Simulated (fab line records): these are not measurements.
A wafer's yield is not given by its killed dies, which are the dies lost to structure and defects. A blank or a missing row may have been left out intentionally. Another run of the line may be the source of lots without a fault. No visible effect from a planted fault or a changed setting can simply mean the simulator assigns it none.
What tool caused it? ; flow n5Finfet ; 72 wafers from 24 lots sampled at 6 of the route's 1938 steps

WHAT THE GAUGES SHOWED, per wafer
N5_BEOL_M2_RS_MEAS_58: uses a four-point probe to measure.
lot;measured;on;M2_RS (ohm/sq)
L074;day 7 06:23;filmMetro-01;0.64 0.60 0.57
L075;day 7 06:31;filmMetro-01;0.67 0.61 0.61
L077;day 7 12:28;filmMetro-01;0.65 0.59 0.66
L076;day 7 12:41;filmMetro-01;0.58 0.62 0.58
L078;day 7 18:19;filmMetro-02;0.67 0.65 0.64
L079;day 8 00:28;filmMetro-02;0.62 0.64 0.64
L081;day 8 12:09;filmMetro-01;0.58 0.63 0.63
L080;day 8 12:31;filmMetro-02;0.63 0.59 0.63
L082;day 9 00:11;filmMetro-02;0.63 0.64 0.68
L083;day 9 03:36;filmMetro-02;0.62 0.69 0.65
L084;day 9 13:49;filmMetro-02;0.65 0.64 0.66
L085;day 9 17:42;filmMetro-02;0.65 0.60 0.59
L087;day 10 08:36;filmMetro-01;0.64 0.62 0.69
L088;day 10 13:00;filmMetro-01;0.67 0.63 0.64
L086;day 10 13:26;filmMetro-01;0.65 0.67 0.64
L089;day 10 18:26;filmMetro-02;0.61 0.64 0.61
L090;day 10 19:50;filmMetro-02;0.67 0.63 0.68
L091;day 11 02:10;filmMetro-02;0.64 0.65 0.61
L092;day 11 10:38;filmMetro-01;0.70 0.69 0.70
L093;day 11 14:04;filmMetro-02;0.61 0.65 0.62
L094;day 12 07:34;filmMetro-02;0.65 0.64 0.65
L096;day 12 09:55;filmMetro-01;0.63 0.62 0.62
L095;day 12 12:30;filmMetro-02;0.70 0.72 0.70
L097;day 12 14:20;filmMetro-02;0.65 0.65 0.68

TOOL THAT RAN EACH LOT (tool first, then ch and the chambers of the sampled wafers, then the start)
lot;N5_BEOL_M2_ETCH_70;N5_BEOL_M2_SURFACE_TREAT_85;N5_BEOL_M2_SPUTTER_79;N5_BEOL_M2_SPUTTER_92;N5_BEOL_M2_ANNEAL_95
L074;rieDiel-01 ch 0,1,2, day 7 02:23;pvdSputter-01, day 7 03:17;pvdSputter-02, day 7 03:48;pvdSputter-02, day 7 04:54;pvdSputter-02, day 7 05:12
L075;rieDiel-03 ch 0,1,2, day 7 02:26;pvdSputter-01, day 7 03:25;pvdSputter-01, day 7 03:56;pvdSputter-01, day 7 05:02;pvdSputter-01, day 7 05:20
L077;rieDiel-01 ch 0,2,3, day 7 08:05;pvdSputter-02, day 7 09:13;pvdSputter-03, day 7 09:40;pvdSputter-03, day 7 10:46;pvdSputter-03, day 7 11:04
L076;rieDiel-01 ch 1,2,3, day 7 08:27;pvdSputter-02, day 7 09:20;pvdSputter-01, day 7 09:49;pvdSputter-01, day 7 10:55;pvdSputter-01, day 7 11:13
L078;rieDiel-05 ch 0,2, day 7 14:16;pvdSputter-03, day 7 15:10;pvdSputter-02, day 7 15:43;pvdSputter-02, day 7 16:49;pvdSputter-02, day 7 17:07
L079;rieDiel-01 ch 1,2, day 7 20:05;pvdSputter-01, day 7 21:21;pvdSputter-03, day 7 21:50;pvdSputter-03, day 7 22:56;pvdSputter-03, day 7 23:14
L081;rieDiel-03 ch 1,2, day 8 07:41;pvdSputter-02, day 8 08:55;pvdSputter-02, day 8 09:32;pvdSputter-02, day 8 10:38;pvdSputter-02, day 8 10:56
L080;rieDiel-01 ch 0,2,3, day 8 07:45;pvdSputter-02, day 8 09:16;pvdSputter-01, day 8 09:55;pvdSputter-01, day 8 11:01;pvdSputter-01, day 8 11:19
L082;rieDiel-03 ch 0,1,3, day 8 18:41;pvdSputter-02, day 8 21:04;pvdSputter-02, day 8 21:36;pvdSputter-02, day 8 22:42;pvdSputter-02, day 8 23:00
L083;rieDiel-01 ch 0,2, day 8 23:05;pvdSputter-02, day 9 00:30;pvdSputter-01, day 9 01:01;pvdSputter-01, day 9 02:07;pvdSputter-01, day 9 02:25
L084;rieDiel-05 ch 1,2, day 9 07:34;pvdSputter-03, day 9 10:41;pvdSputter-03, day 9 11:14;pvdSputter-03, day 9 12:20;pvdSputter-03, day 9 12:38
L085;rieDiel-03 ch 1,2,3, day 9 13:04;pvdSputter-02, day 9 14:37;pvdSputter-02, day 9 15:05;pvdSputter-02, day 9 16:11;pvdSputter-02, day 9 16:29
L087;rieDiel-01 ch 1,2, day 10 04:20;pvdSputter-03, day 10 05:15;pvdSputter-02, day 10 06:01;pvdSputter-02, day 10 07:07;pvdSputter-02, day 10 07:25
L088;rieDiel-01 ch 0,2,3, day 10 08:51;pvdSputter-02, day 10 09:56;pvdSputter-03, day 10 10:25;pvdSputter-03, day 10 11:31;pvdSputter-03, day 10 11:49
L086;rieDiel-03 ch 1,3, day 10 09:01;pvdSputter-02, day 10 10:17;pvdSputter-02, day 10 10:51;pvdSputter-02, day 10 11:57;pvdSputter-02, day 10 12:15
L089;rieDiel-01 ch 0,3, day 10 13:39;pvdSputter-02, day 10 15:05;pvdSputter-02, day 10 15:51;pvdSputter-02, day 10 16:57;pvdSputter-02, day 10 17:15
L090;rieDiel-01 ch 1,2, day 10 15:09;pvdSputter-03, day 10 16:40;pvdSputter-03, day 10 17:15;pvdSputter-03, day 10 18:21;pvdSputter-03, day 10 18:39
L091;rieDiel-01 ch 0,1,2, day 10 21:48;pvdSputter-03, day 10 23:07;pvdSputter-02, day 10 23:35;pvdSputter-02, day 11 00:41;pvdSputter-02, day 11 00:59
L092;rieDiel-05 ch 2,3, day 11 06:19;pvdSputter-01, day 11 07:35;pvdSputter-03, day 11 08:02;pvdSputter-03, day 11 09:08;pvdSputter-03, day 11 09:26
L093;rieDiel-03 ch 0,1,3, day 11 09:31;pvdSputter-03, day 11 10:47;pvdSputter-03, day 11 11:16;pvdSputter-03, day 11 12:22;pvdSputter-03, day 11 12:40
L094;rieDiel-01 ch 0,1,3, day 12 02:10;pvdSputter-01, day 12 04:28;pvdSputter-01, day 12 04:59;pvdSputter-01, day 12 06:05;pvdSputter-01, day 12 06:23
L096;rieDiel-03 ch 1,3, day 12 04:47;pvdSputter-02, day 12 06:28;pvdSputter-02, day 12 07:05;pvdSputter-02, day 12 08:11;pvdSputter-02, day 12 08:29
L095;rieDiel-05 ch 0,1,3, day 12 07:56;pvdSputter-02, day 12 09:08;pvdSputter-02, day 12 09:54;pvdSputter-02, day 12 11:00;pvdSputter-02, day 12 11:18
L097;rieDiel-03 ch 1,2,3, day 12 08:02;pvdSputter-03, day 12 09:19;pvdSputter-03, day 12 11:28;pvdSputter-03, day 12 12:34;pvdSputter-03, day 12 12:52
- N5_BEOL_M2_ETCH_70: etches SOC in N2/H2, target depth 80 nm, overetch 24 nm, time 130 s.
- N5_BEOL_M2_SURFACE_TREAT_85
- N5_BEOL_M2_SPUTTER_79: material Cu, target thk 4.5 nm, time 8.29 s.
- N5_BEOL_M2_SPUTTER_92: material Cu, target thk 4.5 nm, time 8.29 s.
- N5_BEOL_M2_ANNEAL_95: time 240 s.

WHAT THE TOOLS THEMSELVES READ (means of the sampled wafers that have a number; where no wafer has one, the mark that the record gives instead)
N5_BEOL_M2_ETCH_70.
lot;tool;drypumpMotorCurrentA (A);oesProductAu (a.u.);rfVppV (V);showerheadPlenumPTorr (Torr);throttleValvePct (%)
L074;rieDiel-01;5.5;0.60;522.8;2.53;17.8
L075;rieDiel-03;6.1;0.62;521.8;2.46;17.7
L077;rieDiel-01;5.4;0.58;523.1;2.49;17.8
L076;rieDiel-01;5.5;0.60;523.7;2.53;17.9
L078;rieDiel-05;5.7;0.58;527.6;2.66;17.6
L079;rieDiel-01;5.7;0.57;524.3;2.55;18.1
L081;rieDiel-03;6.2;0.65;523.0;2.48;17.6
L080;rieDiel-01;5.4;0.58;521.5;2.49;17.9
L082;rieDiel-03;5.9;0.59;523.9;2.52;17.8
L083;rieDiel-01;5.6;0.54;522.1;2.50;18.1
L084;rieDiel-05;5.9;0.52;525.0;2.59;18.1
L085;rieDiel-03;6.1;0.63;524.3;2.54;17.7
L087;rieDiel-01;5.6;0.60;524.7;2.56;17.8
L088;rieDiel-01;5.4;0.56;521.7;2.48;17.9
L086;rieDiel-03;6.3;0.63;524.1;2.54;17.7
L089;rieDiel-01;5.2;0.60;521.9;2.47;17.7
L090;rieDiel-01;5.7;0.55;523.0;2.54;18.1
L091;rieDiel-01;5.5;0.58;522.9;2.52;17.8
L092;rieDiel-05;5.8;0.51;524.4;2.55;18.0
L093;rieDiel-03;6.0;0.64;526.0;2.62;17.6
L094;rieDiel-01;5.3;0.60;523.5;2.50;17.6
L096;rieDiel-03;6.3;0.62;523.7;2.53;17.7
L095;rieDiel-05;5.5;0.54;524.1;2.56;17.9
L097;rieDiel-03;6.1;0.60;524.0;2.53;17.8

N5_BEOL_M2_SPUTTER_79.
lot;tool;chuckGasFlowSccm (sccm);throttleValvePct (%)
L074;pvdSputter-02;1.26;31.4
L075;pvdSputter-01;1.17;30.1
L077;pvdSputter-03;1.24;31.1
L076;pvdSputter-01;1.28;29.0
L078;pvdSputter-02;1.26;31.1
L079;pvdSputter-03;1.27;31.9
L081;pvdSputter-02;1.27;29.9
L080;pvdSputter-01;1.26;29.3
L082;pvdSputter-02;1.27;30.1
L083;pvdSputter-01;1.26;29.1
L084;pvdSputter-03;1.28;30.1
L085;pvdSputter-02;1.25;30.6
L087;pvdSputter-02;1.30;29.4
L088;pvdSputter-03;1.26;31.0
L086;pvdSputter-02;1.23;31.2
L089;pvdSputter-02;1.20;30.0
L090;pvdSputter-03;1.24;31.6
L091;pvdSputter-02;1.20;30.5
L092;pvdSputter-03;1.26;31.0
L093;pvdSputter-03;1.23;30.1
L094;pvdSputter-01;1.28;28.8
L096;pvdSputter-02;1.23;28.4
L095;pvdSputter-02;1.24;30.9
L097;pvdSputter-03;1.26;30.2

N5_BEOL_M2_SPUTTER_92.
lot;tool;chuckGasFlowSccm (sccm);throttleValvePct (%)
L074;pvdSputter-02;1.26;31.3
L075;pvdSputter-01;1.25;30.0
L077;pvdSputter-03;1.25;31.1
L076;pvdSputter-01;1.30;28.9
L078;pvdSputter-02;1.26;31.0
L079;pvdSputter-03;1.30;31.8
L081;pvdSputter-02;1.29;29.9
L080;pvdSputter-01;1.27;29.4
L082;pvdSputter-02;1.33;30.2
L083;pvdSputter-01;1.24;29.2
L084;pvdSputter-03;1.25;30.2
L085;pvdSputter-02;1.30;30.5
L087;pvdSputter-02;1.23;29.4
L088;pvdSputter-03;1.29;31.0
L086;pvdSputter-02;1.22;31.2
L089;pvdSputter-02;1.24;29.8
L090;pvdSputter-03;1.25;31.6
L091;pvdSputter-02;1.30;30.6
L092;pvdSputter-03;1.27;31.1
L093;pvdSputter-03;1.28;30.2
L094;pvdSputter-01;1.30;28.9
L096;pvdSputter-02;1.30;28.5
L095;pvdSputter-02;1.27;30.8
L097;pvdSputter-03;1.26;30.2

N5_BEOL_M2_ANNEAL_95.
lot;tool;heaterPowerW (W);susceptor_temp_C_max
L074;pvdSputter-02;905;401.4
L075;pvdSputter-01;802;401.5
L077;pvdSputter-03;899;401.2
L076;pvdSputter-01;819;401.0
L078;pvdSputter-02;934;400.9
L079;pvdSputter-03;886;401.3
L081;pvdSputter-02;930;401.2
L080;pvdSputter-01;907;401.1
L082;pvdSputter-02;915;400.7
L083;pvdSputter-01;830;401.4
L084;pvdSputter-03;870;401.1
L085;pvdSputter-02;908;401.0
L087;pvdSputter-02;944;400.9
L088;pvdSputter-03;889;401.3
L086;pvdSputter-02;901;401.4
L089;pvdSputter-02;918;401.0
L090;pvdSputter-03;866;400.6
L091;pvdSputter-02;918;401.1
L092;pvdSputter-03;896;401.1
L093;pvdSputter-03;842;400.8
L094;pvdSputter-01;829;401.0
L096;pvdSputter-02;934;400.6
L095;pvdSputter-02;937;400.9
L097;pvdSputter-03;872;401.0

THE ANSWER, worked out from the rows above alone
Rule: usual is defined by the lots themselves. Put in order of their means at a reading, lots are off if they are a third of the lots or fewer, leave a main group of 4 or more, and stand apart from it by a gap of 3 or more times the standard deviation of the main group's means; of several such gaps the widest counts. A main group is skipped when, at the precision printed for the reading in the tables above, its means are all equal. A lot without any number at a reading at which 4 lots or more have one is off too. Any other lot the step has rows for is counted as sound. The gauges are gone through in route order, then the tools' own readings, and for those a lot's mean is taken as printed above. At the first step where some lot is off, the reading lying furthest off is the one used; lots without a number count as furthest.
Nothing can be told from this: no lot is off at any reading shown.

WHAT THE SIMULATOR HAD PUT IN
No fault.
